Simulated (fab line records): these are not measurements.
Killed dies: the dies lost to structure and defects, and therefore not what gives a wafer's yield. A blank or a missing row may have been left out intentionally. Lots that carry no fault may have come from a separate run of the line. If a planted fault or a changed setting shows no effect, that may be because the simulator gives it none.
Split-lot trial ; flow n5 finfet ; 39 wafers read across 7 lots, on a route 1938 steps long

== ABOUT THE SPLIT ==
At N5_WELL_APT_EPI_41 (deposits Si from SiH4/H2, target thk 50 nm, time 297.7 s), the setting time s was moved away from the recipe's 297.7 s on 12 of the 39 wafers read, by -6.8% to +5.4%. All remaining wafers had this setting at the recipe value.

The reading is taken at the split's own step.

== THE READING ==
Si_of_WELL_APT_EPI_41.thk nm (the simulator's own value, which no gauge read), in nm, at N5_WELL_APT_EPI_41 (deposits Si from SiH4/H2, target thk 50 nm, time 297.7 s). The file does not state a usual value for it. Across the 27 wafers here that went through the recipe, the average is 49.55 nm and the standard deviation 0.73 nm.

wafer;tool, chamber at the split;time s as run, s;against the recipe;Si_of_WELL_APT_EPI_41.thk nm, nm;against lot-mates on the recipe
L074.1;epi rpcvd-04, 0;309.9;+4.1%;52.61;+2.27
L074.2;epi rpcvd-04, 0;297.7;recipe;50.38;-
L074.3;epi rpcvd-04, 0;297.7;recipe;50.37;-
L074.4;epi rpcvd-04, 0;309.9;+4.1%;52.57;+2.23
L074.5;epi rpcvd-04, 0;297.7;recipe;50.27;-
L074.6;epi rpcvd-04, 0;309.9;+4.1%;52.27;+1.93
L077.1;epi rpcvd-04, 0;297.7;recipe;50.05;-
L077.2;epi rpcvd-04, 0;297.7;recipe;49.59;-
L077.3;epi rpcvd-04, 0;297.7;recipe;49.77;-
L077.4;epi rpcvd-04, 0;297.7;recipe;49.74;-
L077.5;epi rpcvd-04, 0;297.7;recipe;49.54;-
L077.6;epi rpcvd-04, 0;297.7;recipe;48.97;-
L080.1;epi rpcvd-03, 0;285.4;-4.1%;48.16;-2.01
L080.2;epi rpcvd-03, 0;297.7;recipe;50.33;-
L080.3;epi rpcvd-03, 0;285.4;-4.1%;47.74;-2.43
L080.4;epi rpcvd-03, 0;297.7;recipe;50.14;-
L080.5;epi rpcvd-03, 0;297.7;recipe;50.05;-
L080.6;epi rpcvd-03, 0;285.4;-4.1%;48.68;-1.49
L082.1;epi rpcvd-04, 0;277.5;-6.8%;46.98;-3.47
L082.2;epi rpcvd-04, 0;277.5;-6.8%;47.36;-3.09
L082.3;epi rpcvd-04, 0;297.7;recipe;50.8;-
L082.4;epi rpcvd-04, 0;297.7;recipe;50.17;-
L082.5;epi rpcvd-04, 0;297.7;recipe;50.39;-
L082.6;epi rpcvd-04, 0;277.5;-6.8%;47.51;-2.94
L089.1;epi rpcvd-04, 0;297.7;recipe;48.77;-
L089.2;epi rpcvd-04, 0;297.7;recipe;49.12;-
L089.3;epi rpcvd-04, 0;297.7;recipe;48.65;-
L089.4;epi rpcvd-04, 0;297.7;recipe;48.14;-
L089.5;epi rpcvd-04, 0;297.7;recipe;49.04;-
L089.6;epi rpcvd-04, 0;297.7;recipe;48.22;-
L090.4;epi rpcvd-04, 0;297.7;recipe;48.12;-
L090.5;epi rpcvd-04, 0;297.7;recipe;49.28;-
L090.6;epi rpcvd-04, 0;297.7;recipe;49.11;-
L094.1;epi rpcvd-04, 0;313.9;+5.4%;52.12;+2.50
L094.2;epi rpcvd-04, 0;297.7;recipe;49.49;-
L094.3;epi rpcvd-04, 0;297.7;recipe;49.93;-
L094.4;epi rpcvd-04, 0;313.9;+5.4%;51.65;+2.03
L094.5;epi rpcvd-04, 0;297.7;recipe;49.44;-
L094.6;epi rpcvd-04, 0;313.9;+5.4%;52.13;+2.51

FIT RESULTS
A straight line over all 39 wafers: Si_of_WELL_APT_EPI_41.thk nm changes by +0.424 nm for each +1% of time s; r = +0.86; the points scatter about the line by 0.73 nm.
The same after taking each lot's own level away (the mean of its wafers on the recipe; 39 wafers): +0.468 nm for each +1%; r = +0.97; scatter 0.32 nm.
On that fit, the largest move of time s shifts the reading by 3.2 nm.
Measured against the standard deviation above, the lots' own levels, which go from 48.657 to 50.453 nm, span 2.5 times it.
The two slopes agree, so the slope changes little with the lot-to-lot level.
Check: for one of the wafers moved furthest among these (-6.8%), held out of the fit, the line's prediction against its lot-mates is -3.12 nm. It came out at -3.47 nm against them.

== THESE WAFERS: OTHER SPLITS ==
Before the reading, these wafers also passed through other splits. Each is held against what the fit with the lots' levels taken away leaves over:
other split on the same wafers;wafers away from the commonest value;r with Si_of_WELL_APT_EPI_41.thk nm (lot level and that fit taken away)
N5_WELL_APT_IMPLANT_32 energy kev;15;-0.03

== FILE'S OWN FIT ==
Si_of_WELL_APT_EPI_41.thk nm changes by +0.468 nm for each +1% of time s, r = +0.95.
